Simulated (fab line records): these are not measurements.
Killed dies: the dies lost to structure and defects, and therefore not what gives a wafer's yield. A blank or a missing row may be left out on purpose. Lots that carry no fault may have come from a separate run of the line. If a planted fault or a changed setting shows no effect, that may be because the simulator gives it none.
Chamber matching :: flow nand-harc :: NHARC_A_STAIRCASE_TRIM_220 on rie-diel-05: 4 sister chambers
The step chemistry O2, time 211.2 s. 27 wafers are shown with their chamber, then 12 later ones without.

== WAFERS, EACH WITH ITS CHAMBER ==
wafer: L074.1
chamber: 3
drypump-motor-current-A (A): 5.7
showerhead-plenum-p-Torr (Torr): 3.40
throttle-valve-pct (%): 17.054

wafer: L074.3
chamber: 1
drypump-motor-current-A (A): 5.3
showerhead-plenum-p-Torr (Torr): 3.37
throttle-valve-pct (%): 17.022

wafer: L074.4
chamber: 2
drypump-motor-current-A (A): 6.7
showerhead-plenum-p-Torr (Torr): 3.67
throttle-valve-pct (%): 17.032

wafer: L077.1
chamber: 2
drypump-motor-current-A (A): 6.7
showerhead-plenum-p-Torr (Torr): 3.67
throttle-valve-pct (%): 17.026

wafer: L077.5
chamber: 2
drypump-motor-current-A (A): 6.7
showerhead-plenum-p-Torr (Torr): 3.67
throttle-valve-pct (%): 17.038

wafer: L077.6
chamber: 3
drypump-motor-current-A (A): 5.7
showerhead-plenum-p-Torr (Torr): 3.40
throttle-valve-pct (%): 17.053

wafer: L085.2
chamber: 2
drypump-motor-current-A (A): 6.7
showerhead-plenum-p-Torr (Torr): 3.67
throttle-valve-pct (%): 17.031

wafer: L085.3
chamber: 0
drypump-motor-current-A (A): 5.8
showerhead-plenum-p-Torr (Torr): 3.45
throttle-valve-pct (%): 17.039

wafer: L085.6
chamber: 1
drypump-motor-current-A (A): 5.3
showerhead-plenum-p-Torr (Torr): 3.37
throttle-valve-pct (%): 17.029

wafer: L082.2
chamber: 0
drypump-motor-current-A (A): 5.9
showerhead-plenum-p-Torr (Torr): 3.45
throttle-valve-pct (%): 17.047

wafer: L082.5
chamber: 1
drypump-motor-current-A (A): 5.3
showerhead-plenum-p-Torr (Torr): 3.37
throttle-valve-pct (%): 17.010

wafer: L082.6
chamber: 2
drypump-motor-current-A (A): 6.7
showerhead-plenum-p-Torr (Torr): 3.67
throttle-valve-pct (%): 17.034

wafer: L084.1
chamber: 0
drypump-motor-current-A (A): 5.9
showerhead-plenum-p-Torr (Torr): 3.45
throttle-valve-pct (%): 17.032

wafer: L084.3
chamber: 2
drypump-motor-current-A (A): 6.7
showerhead-plenum-p-Torr (Torr): 3.67
throttle-valve-pct (%): 17.033

wafer: L084.6
chamber: 2
drypump-motor-current-A (A): 6.7
showerhead-plenum-p-Torr (Torr): 3.67
throttle-valve-pct (%): 17.045

wafer: L086.2
chamber: 0
drypump-motor-current-A (A): 5.8
showerhead-plenum-p-Torr (Torr): 3.45
throttle-valve-pct (%): 17.018

wafer: L086.3
chamber: 1
drypump-motor-current-A (A): 5.3
showerhead-plenum-p-Torr (Torr): 3.36
throttle-valve-pct (%): 17.033

wafer: L086.4
chamber: 2
drypump-motor-current-A (A): 6.7
showerhead-plenum-p-Torr (Torr): 3.66
throttle-valve-pct (%): 17.043

wafer: L088.3
chamber: 0
drypump-motor-current-A (A): 5.9
showerhead-plenum-p-Torr (Torr): 3.44
throttle-valve-pct (%): 17.041

wafer: L088.5
chamber: 3
drypump-motor-current-A (A): 5.7
showerhead-plenum-p-Torr (Torr): 3.39
throttle-valve-pct (%): 17.039

wafer: L088.6
chamber: 0
drypump-motor-current-A (A): 5.9
showerhead-plenum-p-Torr (Torr): 3.44
throttle-valve-pct (%): 17.043

wafer: L090.1
chamber: 2
drypump-motor-current-A (A): 6.7
showerhead-plenum-p-Torr (Torr): 3.66
throttle-valve-pct (%): 17.040

wafer: L090.3
chamber: 0
drypump-motor-current-A (A): 5.9
showerhead-plenum-p-Torr (Torr): 3.44
throttle-valve-pct (%): 17.036

wafer: L090.6
chamber: 0
drypump-motor-current-A (A): 5.9
showerhead-plenum-p-Torr (Torr): 3.44
throttle-valve-pct (%): 17.037

wafer: L092.2
chamber: 0
drypump-motor-current-A (A): 5.9
showerhead-plenum-p-Torr (Torr): 3.44
throttle-valve-pct (%): 17.042

wafer: L092.5
chamber: 2
drypump-motor-current-A (A): 6.7
showerhead-plenum-p-Torr (Torr): 3.66
throttle-valve-pct (%): 17.038

wafer: L092.6
chamber: 1
drypump-motor-current-A (A): 5.3
showerhead-plenum-p-Torr (Torr): 3.35
throttle-valve-pct (%): 17.031

SIGNATURES, as means of the wafers listed above
reading: drypump-motor-current-A
chamber 0: 5.878
chamber 1: 5.300
chamber 2: 6.700
chamber 3: 5.700
scatter within a chamber: 0.026

reading: showerhead-plenum-p-Torr
chamber 0: 3.4444
chamber 1: 3.3640
chamber 2: 3.6670
chamber 3: 3.3967
scatter within a chamber: 0.00597

reading: throttle-valve-pct
chamber 0: 17.03722
chamber 1: 17.02500
chamber 2: 17.03600
chamber 3: 17.04867
scatter within a chamber: 0.00771
Rule: a wafer lies at a distance from a chamber equal to the root of the sum of squares, over the readings, of (its reading less the chamber's mean, divided by the reading's scatter). If the next closest chamber is less than 2 further off than the closest, the wafer can't be placed; otherwise it belongs to the closest. The scatter: take each reading less its chamber's mean, square it, sum over the shown wafers, divide by the number of wafers less the number of chambers, and take the root.

== WAFERS MISSING THEIR CHAMBER ==
wafer: L093.1
drypump-motor-current-A (A): 5.9
showerhead-plenum-p-Torr (Torr): 3.44
throttle-valve-pct (%): 17.036

wafer: L093.2
drypump-motor-current-A (A): 6.7
showerhead-plenum-p-Torr (Torr): 3.66
throttle-valve-pct (%): 17.036

wafer: L093.3
drypump-motor-current-A (A): 5.7
showerhead-plenum-p-Torr (Torr): 3.39
throttle-valve-pct (%): 17.024

wafer: L093.4
drypump-motor-current-A (A): 5.3
showerhead-plenum-p-Torr (Torr): 3.36
throttle-valve-pct (%): 17.046

wafer: L093.5
drypump-motor-current-A (A): 5.7
showerhead-plenum-p-Torr (Torr): 3.39
throttle-valve-pct (%): 17.035

wafer: L093.6
drypump-motor-current-A (A): 5.8
showerhead-plenum-p-Torr (Torr): 3.44
throttle-valve-pct (%): 17.052

wafer: L091.4
drypump-motor-current-A (A): 5.9
showerhead-plenum-p-Torr (Torr): 3.44
throttle-valve-pct (%): 17.042

wafer: L091.5
drypump-motor-current-A (A): 5.7
showerhead-plenum-p-Torr (Torr): 3.39
throttle-valve-pct (%): 17.021

wafer: L091.6
drypump-motor-current-A (A): 5.3
showerhead-plenum-p-Torr (Torr): 3.35
throttle-valve-pct (%): 17.042

wafer: L096.4
drypump-motor-current-A (A): 5.9
showerhead-plenum-p-Torr (Torr): 3.43
throttle-valve-pct (%): 17.041

wafer: L096.5
drypump-motor-current-A (A): 5.3
showerhead-plenum-p-Torr (Torr): 3.35
throttle-valve-pct (%): 17.024

wafer: L096.6
drypump-motor-current-A (A): 5.7
showerhead-plenum-p-Torr (Torr): 3.38
throttle-valve-pct (%): 17.027

== EACH ONE'S CHAMBER ==
wafer: L093.1
from the rows above: 0
in truth: 0

wafer: L093.2
from the rows above: 2
in truth: 2

wafer: L093.3
from the rows above: 3
in truth: 3

wafer: L093.4
from the rows above: 1
in truth: 1

wafer: L093.5
from the rows above: 3
in truth: 3

wafer: L093.6
from the rows above: 0
in truth: 0

wafer: L091.4
from the rows above: 0
in truth: 0

wafer: L091.5
from the rows above: 3
in truth: 3

wafer: L091.6
from the rows above: 1
in truth: 1

wafer: L096.4
from the rows above: 0
in truth: 0

wafer: L096.5
from the rows above: 1
in truth: 1

wafer: L096.6
from the rows above: 3
in truth: 3
Correctly placed: 12 of 12. From these rows, 0 cannot be placed. Wrongly placed: 0.
